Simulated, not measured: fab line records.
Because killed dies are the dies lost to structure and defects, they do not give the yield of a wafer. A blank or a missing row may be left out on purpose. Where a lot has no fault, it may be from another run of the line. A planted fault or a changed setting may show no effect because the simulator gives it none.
Matching of chambers || flow n5-finfet || N5_BEOL_M6_DESCUM_16 on rie-diel-05 has 4 sister chambers
The step chemistry O2, time 7.9 s. 20 wafers are shown with their chamber, then 10 later ones without.

## WAFERS PAIRED WITH THEIR CHAMBERS
{"wafer": "L077.2", "chamber": 0, "drypump-motor-current-A (A)": 5.4, "showerhead-plenum-p-Torr (Torr)": 2.06, "throttle-valve-pct (%)": 20.43}
{"wafer": "L077.5", "chamber": 2, "drypump-motor-current-A (A)": 5.7, "showerhead-plenum-p-Torr (Torr)": 2.19, "throttle-valve-pct (%)": 20.43}
{"wafer": "L077.6", "chamber": 3, "drypump-motor-current-A (A)": 6.1, "showerhead-plenum-p-Torr (Torr)": 2.05, "throttle-valve-pct (%)": 20.51}
{"wafer": "L076.2", "chamber": 3, "drypump-motor-current-A (A)": 6.1, "showerhead-plenum-p-Torr (Torr)": 2.04, "throttle-valve-pct (%)": 20.50}
{"wafer": "L076.3", "chamber": 0, "drypump-motor-current-A (A)": 5.4, "showerhead-plenum-p-Torr (Torr)": 2.06, "throttle-valve-pct (%)": 20.44}
{"wafer": "L076.4", "chamber": 1, "drypump-motor-current-A (A)": 6.2, "showerhead-plenum-p-Torr (Torr)": 2.14, "throttle-valve-pct (%)": 20.19}
{"wafer": "L079.3", "chamber": 1, "drypump-motor-current-A (A)": 6.1, "showerhead-plenum-p-Torr (Torr)": 2.14, "throttle-valve-pct (%)": 20.19}
{"wafer": "L079.4", "chamber": 0, "drypump-motor-current-A (A)": 5.3, "showerhead-plenum-p-Torr (Torr)": 2.06, "throttle-valve-pct (%)": 20.44}
{"wafer": "L079.6", "chamber": 1, "drypump-motor-current-A (A)": 6.1, "showerhead-plenum-p-Torr (Torr)": 2.14, "throttle-valve-pct (%)": 20.19}
{"wafer": "L085.1", "chamber": 0, "drypump-motor-current-A (A)": 5.4, "showerhead-plenum-p-Torr (Torr)": 2.05, "throttle-valve-pct (%)": 20.48}
{"wafer": "L085.2", "chamber": 2, "drypump-motor-current-A (A)": 5.7, "showerhead-plenum-p-Torr (Torr)": 2.18, "throttle-valve-pct (%)": 20.46}
{"wafer": "L085.6", "chamber": 2, "drypump-motor-current-A (A)": 5.7, "showerhead-plenum-p-Torr (Torr)": 2.18, "throttle-valve-pct (%)": 20.46}
{"wafer": "L091.1", "chamber": 1, "drypump-motor-current-A (A)": 6.1, "showerhead-plenum-p-Torr (Torr)": 2.13, "throttle-valve-pct (%)": 20.25}
{"wafer": "L091.2", "chamber": 0, "drypump-motor-current-A (A)": 5.3, "showerhead-plenum-p-Torr (Torr)": 2.04, "throttle-valve-pct (%)": 20.49}
{"wafer": "L091.4", "chamber": 2, "drypump-motor-current-A (A)": 5.7, "showerhead-plenum-p-Torr (Torr)": 2.17, "throttle-valve-pct (%)": 20.50}
{"wafer": "L092.1", "chamber": 1, "drypump-motor-current-A (A)": 6.1, "showerhead-plenum-p-Torr (Torr)": 2.13, "throttle-valve-pct (%)": 20.24}
{"wafer": "L092.3", "chamber": 0, "drypump-motor-current-A (A)": 5.4, "showerhead-plenum-p-Torr (Torr)": 2.04, "throttle-valve-pct (%)": 20.50}
{"wafer": "L092.4", "chamber": 2, "drypump-motor-current-A (A)": 5.6, "showerhead-plenum-p-Torr (Torr)": 2.17, "throttle-valve-pct (%)": 20.51}
{"wafer": "L095.1", "chamber": 3, "drypump-motor-current-A (A)": 6.1, "showerhead-plenum-p-Torr (Torr)": 2.04, "throttle-valve-pct (%)": 20.11}
{"wafer": "L095.2", "chamber": 2, "drypump-motor-current-A (A)": 5.7, "showerhead-plenum-p-Torr (Torr)": 2.17, "throttle-valve-pct (%)": 20.49}

SIGNATURES (means of the wafers above)
{"reading": "drypump-motor-current-A", "chamber 0": 5.367, "chamber 1": 6.120, "chamber 2": 5.683, "chamber 3": 6.100, "scatter within a chamber": 0.0431}
{"reading": "showerhead-plenum-p-Torr", "chamber 0": 2.0517, "chamber 1": 2.1360, "chamber 2": 2.1767, "chamber 3": 2.0433, "scatter within a chamber": 0.00792}
{"reading": "throttle-valve-pct", "chamber 0": 20.4633, "chamber 1": 20.2120, "chamber 2": 20.4750, "chamber 3": 20.3733, "scatter within a chamber": 0.0855}
Rule: a wafer's distance from a chamber is the root of the sum, over the readings, of the square of ((its reading less the chamber's mean) divided by the reading's scatter). The wafer belongs to the nearest chamber; if the next one is less than 2 further off, it can't be placed. How the scatter is found: for the shown wafers, subtract from each reading the mean of its chamber, square and add these, divide the total by (wafers less chambers), then take the root.

## WAFERS MISSING THEIR CHAMBER
{"wafer": "L095.4", "drypump-motor-current-A (A)": 5.3, "showerhead-plenum-p-Torr (Torr)": 2.04, "throttle-valve-pct (%)": 20.50}
{"wafer": "L093.1", "drypump-motor-current-A (A)": 5.7, "showerhead-plenum-p-Torr (Torr)": 2.17, "throttle-valve-pct (%)": 20.50}
{"wafer": "L093.5", "drypump-motor-current-A (A)": 6.1, "showerhead-plenum-p-Torr (Torr)": 2.04, "throttle-valve-pct (%)": 20.12}
{"wafer": "L093.6", "drypump-motor-current-A (A)": 5.7, "showerhead-plenum-p-Torr (Torr)": 2.17, "throttle-valve-pct (%)": 20.49}
{"wafer": "L097.2", "drypump-motor-current-A (A)": 6.1, "showerhead-plenum-p-Torr (Torr)": 2.04, "throttle-valve-pct (%)": 20.10}
{"wafer": "L097.4", "drypump-motor-current-A (A)": 5.4, "showerhead-plenum-p-Torr (Torr)": 2.04, "throttle-valve-pct (%)": 20.50}
{"wafer": "L097.5", "drypump-motor-current-A (A)": 6.2, "showerhead-plenum-p-Torr (Torr)": 2.04, "throttle-valve-pct (%)": 20.13}
{"wafer": "L096.4", "drypump-motor-current-A (A)": 6.1, "showerhead-plenum-p-Torr (Torr)": 2.12, "throttle-valve-pct (%)": 20.27}
{"wafer": "L096.5", "drypump-motor-current-A (A)": 5.7, "showerhead-plenum-p-Torr (Torr)": 2.17, "throttle-valve-pct (%)": 20.51}
{"wafer": "L096.6", "drypump-motor-current-A (A)": 6.2, "showerhead-plenum-p-Torr (Torr)": 2.12, "throttle-valve-pct (%)": 20.28}

## WHICH CHAMBER EACH ONE RAN IN
{"wafer": "L095.4", "from the rows above": 0, "in truth": 0}
{"wafer": "L093.1", "from the rows above": 2, "in truth": 2}
{"wafer": "L093.5", "from the rows above": 3, "in truth": 3}
{"wafer": "L093.6", "from the rows above": 2, "in truth": 2}
{"wafer": "L097.2", "from the rows above": 3, "in truth": 3}
{"wafer": "L097.4", "from the rows above": 0, "in truth": 0}
{"wafer": "L097.5", "from the rows above": 3, "in truth": 3}
{"wafer": "L096.4", "from the rows above": 1, "in truth": 1}
{"wafer": "L096.5", "from the rows above": 2, "in truth": 2}
{"wafer": "L096.6", "from the rows above": 1, "in truth": 1}
10 of 10 placed correctly. Can't be placed from these rows: 0. Placed wrongly: 0.
